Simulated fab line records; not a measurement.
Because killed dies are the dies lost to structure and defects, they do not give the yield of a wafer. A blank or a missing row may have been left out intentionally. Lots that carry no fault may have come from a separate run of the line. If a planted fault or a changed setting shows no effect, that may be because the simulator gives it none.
Chamber matching -- flow n5 finfet -- rie diel-02 running N5_BEOL_M10_DESCUM_33: 4 sister chambers
The step chemistry O2, time 7.9 s. 8 wafers are shown with their chamber, then 9 later ones without.

== EACH WAFER AND ITS CHAMBER ==
wafer,chamber,drypump motor current A (A),showerhead plenum p Torr (Torr)
L080.6,3,5.7,2.13
L081.6,0,5.9,2.08
L083.3,2,6.0,2.12
L083.4,1,6.3,2.13
L083.5,0,5.9,2.09
L089.2,3,5.6,2.13
L089.3,1,6.3,2.13
L089.6,2,6.0,2.11

== WAFERS WITHOUT THEIR CHAMBER ==
wafer,drypump motor current A (A),showerhead plenum p Torr (Torr)
L090.4,6.3,2.13
L090.5,5.6,2.12
L090.6,6.0,2.11
L095.2,6.0,2.11
L095.3,5.6,2.12
L095.5,6.3,2.12
L096.1,6.3,2.12
L096.2,5.6,2.12
L096.3,5.9,2.07

== THE CHAMBER EACH PASSED THROUGH ==
wafer,from the rows above,in truth
L090.4,1,1
L090.5,3,3
L090.6,2,2
L095.2,2,2
L095.3,3,3
L095.5,1,1
L096.1,1,1
L096.2,3,3
L096.3,0,0
Correct placement for 9 of the 9. From these rows, 0 cannot be placed. Placed wrongly: 0.
How it was worked out, from the rows above alone: a wafer's distance from a chamber is the root of the sum, over the readings, of the square of ((its reading less the chamber's mean) divided by the reading's scatter). If the next closest chamber is less than 2 further off than the closest, the wafer can't be placed; otherwise it belongs to the closest. Each chamber's mean is taken over the wafers shown for it. The scatter: take each reading less its chamber's mean, square it, sum over the shown wafers, divide by the number of wafers less the number of chambers, and take the root.
